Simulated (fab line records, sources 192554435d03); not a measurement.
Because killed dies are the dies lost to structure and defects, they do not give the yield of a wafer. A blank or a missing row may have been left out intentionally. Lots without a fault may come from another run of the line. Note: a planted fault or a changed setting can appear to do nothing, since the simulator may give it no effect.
Which of the tools did it? | flow n5_finfet | 9 lots, 23 wafers sampled, at 8 steps of a route of 1938

== WHAT THE GAUGES READ, wafer by wafer ==
N5_FIN_SAQP_CD_MEAS_31: target cd 8 nm. Usual: cd_nm 8.16 nm, standard deviation 0.23.
lot  | measured    | on        | cd_nm (nm)     | flag
L596 | day 2 07:38 | cd_sem-03 | 8.08 8.45 8.27 |
L598 | day 2 19:05 | cd_sem-03 | 8.27 8.12      |
L604 | day 4 09:43 | cd_sem-02 | 8.54 8.06 8.12 |
L607 | day 5 07:34 | cd_sem-02 | 8.72 7.96 8.30 |
L609 | day 5 13:42 | cd_sem-01 | 7.93 7.78      |
L612 | day 6 07:37 | cd_sem-03 | 8.09 8.19 8.45 |
L613 | day 6 13:40 | cd_sem-01 | 8.35 8.54      |
L614 | day 6 19:19 | cd_sem-02 | 8.13 8.17      |
L615 | day 7 02:38 | cd_sem-03 | 8.50 7.98 8.06 |

N5_DUMMY_GATE_THK_MEAS_05. Usual: thk_nm 71.2 nm, standard deviation 1.2.
lot  | measured    | on            | thk_nm (nm)    | flag
L596 | day 2 23:40 | film_metro-02 | 72.8 70.9 71.4 |
L598 | day 3 10:41 | film_metro-01 | 69.2 69.5      |
L604 | day 5 04:50 | film_metro-01 | 70.9 73.0 72.8 |
L607 | day 5 23:17 | film_metro-01 | 71.6 73.1 69.7 |
L609 | day 6 05:53 | film_metro-02 | 70.7 70.9      |
L612 | day 6 22:42 | film_metro-01 | 97.5 72.8 69.5 | OFF
L613 | day 7 05:03 | film_metro-01 | 97.2 69.6      | OFF
L614 | day 7 10:47 | film_metro-01 | 98.2 98.1      | OFF
L615 | day 7 20:08 | film_metro-02 | 69.9 72.5 71.7 |

N5_SDB_THK_MEAS_31. Usual: SDB_THK 63.5 nm, standard deviation 1.2.
lot  | measured    | on            | SDB_THK (nm)   | flag
L596 | day 4 05:49 | film_metro-02 | 65.0 63.2 63.6 |
L598 | day 4 13:46 | film_metro-02 | 61.4 61.8      |
L604 | day 6 07:31 | film_metro-02 | 63.1 65.1 65.0 |
L607 | day 7 02:46 | film_metro-01 | 63.9 65.3 61.9 |
L609 | day 7 10:15 | film_metro-01 | 63.0 63.1      |
L612 | day 8 02:43 | film_metro-01 | 89.7 65.1 61.6 | OFF
L613 | day 8 09:07 | film_metro-02 | 89.4 61.9      | OFF
L614 | day 8 16:41 | film_metro-01 | 90.5 90.3      | OFF
L615 | day 9 00:40 | film_metro-01 | 62.2 64.7 64.0 |

N5_BEOL_M4_RC_MEAS_101. Usual: DIBL_N 37.7 mV/V, standard deviation 2; DIBL_P 37.7 mV/V, standard deviation 2.3; IOFF_N 0.18 nA/um, standard deviation 0.039; IOFF_P 0.23 nA/um, standard deviation 0.042; ION_N 681 uA/um, standard deviation 12; ION_P 463 uA/um, standard deviation 8; SS_N 71.9 mV/dec, standard deviation 0.68; SS_P 73.6 mV/dec, standard deviation 0.71; VT_N 248 mV, standard deviation 3.2; VT_P -249 mV, standard deviation 3.1.
lot  | measured     | on        | DIBL_N (mV/V)  | DIBL_P (mV/V)  | IOFF_N (nA/um) | IOFF_P (nA/um) | ION_N (uA/um) | ION_P (uA/um) | SS_N (mV/dec)  | SS_P (mV/dec)  | VT_N (mV)   | VT_P (mV)      | flag
L596 | day 12 09:55 | prober-01 | 36.0 41.0 37.1 | 33.5 39.8 35.3 | 0.15 0.31 0.17 | 0.17 0.28 0.20 | 683 702 672   | 459 465 459   | 71.5 72.3 71.9 | 73.2 74.6 73.7 | 248 239 247 | -252 -246 -250 |
L598 | day 12 12:42 | prober-02 | 38.0 37.4      | 37.0 37.3      | 0.19 0.16      | 0.20 0.21      | 692 681       | 462 459       | 71.4 71.2      | 73.3 73.3      | 247 249     | -252 -252      |
L604 | day 13 21:57 | prober-01 | 37.6 40.3 38.8 | 36.9 38.5 38.6 | 0.16 0.23 0.18 | 0.23 0.25 0.24 | 664 682 670   | 460 461 455   | 72.0 72.7 71.5 | 74.0 74.1 73.5 | 250 247 251 | -249 -245 -250 |
L607 | day 14 15:04 | prober-02 | 40.5 34.8 39.7 | 39.8 32.8 38.2 | 0.25 0.13 0.21 | 0.26 0.16 0.23 | 689 669 681   | 464 452 462   | 72.8 70.7 72.7 | 74.4 72.4 73.4 | 242 250 246 | -247 -253 -252 |
L609 | day 15 14:21 | prober-01 | 35.0 41.1      | 35.0 41.9      | 0.15 0.26      | 0.20 0.31      | 691 679       | 476 465       | 70.9 72.4      | 72.8 74.6      | 248 243     | -250 -243      |
L612 | day 15 12:46 | prober-02 | 37.2 37.3 38.1 | 36.4 36.6 37.9 | 0.17 0.16 0.19 | 0.23 0.23 0.25 | 674 680 676   | 463 463 459   | 71.4 72.0 72.4 | 73.9 74.3 73.7 | 248 252 249 | -250 -250 -246 |
L613 | day 16 00:22 | prober-01 | 38.0 39.5      | 36.7 38.7      | 0.18 0.21      | 0.22 0.25      | 665 688       | 457 471       | 71.2 71.4      | 73.7 73.8      | 248 247     | -250 -246      |
L614 | day 16 17:51 | prober-01 | 34.1 38.2      | 34.3 38.9      | 0.12 0.19      | 0.17 0.24      | 674 685       | 463 466       | 69.5 71.8      | 72.7 73.5      | 253 246     | -252 -248      |
L615 | day 17 01:41 | prober-01 | 38.0 33.6 35.8 | 40.6 34.2 36.5 | 0.18 0.11 0.15 | 0.23 0.14 0.17 | 686 645 675   | 471 444 454   | 72.0 71.2 71.7 | 73.7 71.8 73.3 | 247 256 251 | -252 -253 -256 |

== EACH LOT AND THE TOOL THAT RAN IT (in order: tool; ch and the chambers of the sampled wafers; start) ==
lot  | N5_DUMMY_GATE_CMP_04         | N5_DUMMY_GATE_STRIP_41            | N5_DUMMY_GATE_ETCH_32           | N5_DUMMY_GATE_ETCH_44
L596 | cmp-02 ch 0,2,3, day 2 23:26 | rie_diel-03 ch 0,2,3, day 3 04:40 | rie_si-04 ch 1,3, day 3 04:52   | rie_si-04 ch 1,3, day 3 04:57
L598 | cmp-04 ch 1, day 3 10:26     | rie_diel-06 ch 3, day 3 15:42     | rie_si-05 ch 1,3, day 3 15:54   | rie_si-05 ch 1,3, day 3 15:59
L604 | cmp-03 ch 1,2, day 5 04:38   | rie_diel-03 ch 1,3, day 5 09:57   | rie_si-04 ch 1,3, day 5 10:09   | rie_si-04 ch 1,3, day 5 10:14
L607 | cmp-02 ch 0,1,3, day 5 23:08 | rie_diel-02 ch 0,1, day 6 04:10   | rie_si-06 ch 0,2,3, day 6 04:22 | rie_si-06 ch 0,2,3, day 6 04:28
L609 | cmp-03 ch 2,3, day 6 05:46   | rie_diel-02 ch 2,3, day 6 10:48   | rie_si-04 ch 0,3, day 6 11:00   | rie_si-04 ch 0,3, day 6 11:07
L612 | cmp-03 ch 1,2,3, day 6 22:31 | rie_diel-02 ch 0,2,3, day 7 03:53 | rie_si-04 ch 0,1, day 7 04:06   | rie_si-04 ch 0,1, day 7 04:11
L613 | cmp-03 ch 0,3, day 7 04:49   | rie_diel-02 ch 2,3, day 7 09:58   | rie_si-04 ch 1,3, day 7 10:10   | rie_si-04 ch 1,3, day 7 10:16
L614 | cmp-03 ch 0,2, day 7 10:34   | rie_diel-03 ch 1,2, day 7 16:03   | rie_si-05 ch 1,2, day 7 16:15   | rie_si-05 ch 1,2, day 7 16:20
L615 | cmp-04 ch 0,1,2, day 7 19:52 | rie_diel-02 ch 0,1,2, day 8 01:28 | rie_si-04 ch 1,2,3, day 8 01:40 | rie_si-04 ch 1,2,3, day 8 01:46
- N5_DUMMY_GATE_CMP_04: polishes a-Si.
- N5_DUMMY_GATE_STRIP_41: strips in O2.
- N5_DUMMY_GATE_ETCH_32: etches SiO2 in CF4, target depth 3.5 nm, time 3.9 s.
- N5_DUMMY_GATE_ETCH_44: etches poly-Si in HBr/O2, stops on SiO2, target depth 127.5 nm.

== AS READ BY THE TOOLS THEMSELVES (means over the sampled wafers that have a number; for cases with no such wafer, the mark the record gives instead) ==
N5_DUMMY_GATE_CMP_04. Usual: motor_current_A 10.0 A, standard deviation 0.88; time_to_endpoint_s 11.9 s, standard deviation 2.7.
lot  | tool   | motor_current_A (A) | time_to_endpoint_s (s) | flag
L596 | cmp-02 | 8.8                 | 15.0                   |
L598 | cmp-04 | 11.0                | 11.4                   |
L604 | cmp-03 | 9.9                 | 16.1                   |
L607 | cmp-02 | 9.0                 | 13.2                   |
L609 | cmp-03 | 10.2                | 12.3                   |
L612 | cmp-03 | 10.3                | 14.3                   |
L613 | cmp-03 | 10.6                | 13.3                   |
L614 | cmp-03 | 10.2                | 17.6                   |
L615 | cmp-04 | 10.1                | 11.3                   |

N5_DUMMY_GATE_STRIP_41. Usual: drypump_motor_current_A 5.6 A, standard deviation 0.4; oes_product_au 0.77 a.u., standard deviation 0.077; rf_vpp_V 3.6 V, standard deviation 0.48; showerhead_plenum_p_Torr 2.08 Torr, standard deviation 0.082; throttle_valve_pct 16.7 %, standard deviation 0.31.
lot  | tool        | drypump_motor_current_A (A) | oes_product_au (a.u.) | rf_vpp_V (V) | showerhead_plenum_p_Torr (Torr) | throttle_valve_pct (%) | flag
L596 | rie_diel-03 | 5.9                         | 0.74                  | 3.4          | 2.06                            | 16.6                   |
L598 | rie_diel-06 | 5.4                         | 0.68                  | 3.5          | 1.96                            | 17.0                   |
L604 | rie_diel-03 | 6.3                         | 0.76                  | 3.7          | 2.13                            | 16.6                   |
L607 | rie_diel-02 | 5.5                         | 0.84                  | 3.8          | 2.06                            | 16.7                   |
L609 | rie_diel-02 | 5.6                         | 0.80                  | 3.6          | 2.12                            | 16.6                   |
L612 | rie_diel-02 | 5.7                         | 0.82                  | 3.1          | 2.09                            | 16.6                   |
L613 | rie_diel-02 | 5.7                         | 0.79                  | 3.9          | 2.12                            | 16.6                   |
L614 | rie_diel-03 | 6.0                         | 0.72                  | 3.1          | 2.08                            | 16.5                   |
L615 | rie_diel-02 | 5.5                         | 0.78                  | 3.3          | 2.05                            | 16.8                   |

N5_DUMMY_GATE_ETCH_32. Usual: drypump_motor_current_A 5.9 A, standard deviation 0.37; oes_product_au 0.993 a.u., standard deviation 0.027; throttle_valve_pct 21.65 %, standard deviation 0.24.
lot  | tool      | drypump_motor_current_A (A) | oes_product_au (a.u.) | throttle_valve_pct (%) | flag
L596 | rie_si-04 | 5.9                         | 1.029                 | 21.55                  |
L598 | rie_si-05 | 5.7                         | 1.018                 | 21.59                  |
L604 | rie_si-04 | 5.8                         | 1.024                 | 21.55                  |
L607 | rie_si-06 | 6.0                         | 0.977                 | 21.59                  |
L609 | rie_si-04 | 6.2                         | 1.034                 | 21.58                  |
L612 | rie_si-04 | 5.4                         | 0.995                 | 21.69                  |
L613 | rie_si-04 | 5.6                         | 1.014                 | 21.59                  |
L614 | rie_si-05 | 5.4                         | 0.995                 | 21.86                  |
L615 | rie_si-04 | 5.7                         | 1.020                 | 21.84                  |

N5_DUMMY_GATE_ETCH_44. Usual: drypump_motor_current_A 5.9 A, standard deviation 0.37; oes_product_au 0.722 a.u., standard deviation 0.012; throttle_valve_pct 18.39 %, standard deviation 0.2.
lot  | tool      | drypump_motor_current_A (A) | oes_product_au (a.u.) | throttle_valve_pct (%) | flag
L596 | rie_si-04 | 5.8                         | 0.730                 | 18.29                  |
L598 | rie_si-05 | 5.7                         | 0.726                 | 18.45                  |
L604 | rie_si-04 | 5.8                         | 0.730                 | 18.30                  |
L607 | rie_si-06 | 6.0                         | 0.719                 | 18.37                  |
L609 | rie_si-04 | 6.2                         | 0.728                 | 18.38                  |
L612 | rie_si-04 | 5.4                         | 0.762                 | 18.20                  | OFF
L613 | rie_si-04 | 5.6                         | 0.784                 | 18.24                  | OFF
L614 | rie_si-05 | 5.4                         | 0.857                 | 18.64                  | OFF
L615 | rie_si-04 | 5.7                         | 0.731                 | 18.40                  |

== THE ANSWER, worked out from the rows above alone ==
Rule: a lot is off if the mean of its wafers that have a number lies more than 3 standard deviations from the usual mean. Also off: a lot with no number at a reading for which 4 or more lots have one. Where the step has rows for the other lots, those lots are counted as sound. The gauges are gone through in route order, then the tools' own readings, and for those a lot's mean is taken as printed above. The first step at which some lot is off is used, and at that step the reading that is off furthest; a lot without a number counts as furthest.
Off: L612, L613, L614 (N5_DUMMY_GATE_THK_MEAS_05, thk_nm).
A tool fits if, at a process step before that reading, it ran every lot that is off, and no sound lot after the first of them. Not tried: the gauges at N5_DUMMY_GATE_THK_MEAS_05; whatever is off there is also off at N5_DUMMY_GATE_ETCH_44, on other tools, and gauge error can't account for it. One candidate fits, namely cmp-03 at N5_DUMMY_GATE_CMP_04. A fault onset in the window from L609 (day 6 05:46, its last sound lot) to L612 (day 6 22:31, its first lot off) fits.

== WHAT THE SIMULATOR PUT IN ==
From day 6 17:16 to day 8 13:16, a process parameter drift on cmp-03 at N5_DUMMY_GATE_CMP_04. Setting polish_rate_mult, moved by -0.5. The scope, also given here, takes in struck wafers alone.
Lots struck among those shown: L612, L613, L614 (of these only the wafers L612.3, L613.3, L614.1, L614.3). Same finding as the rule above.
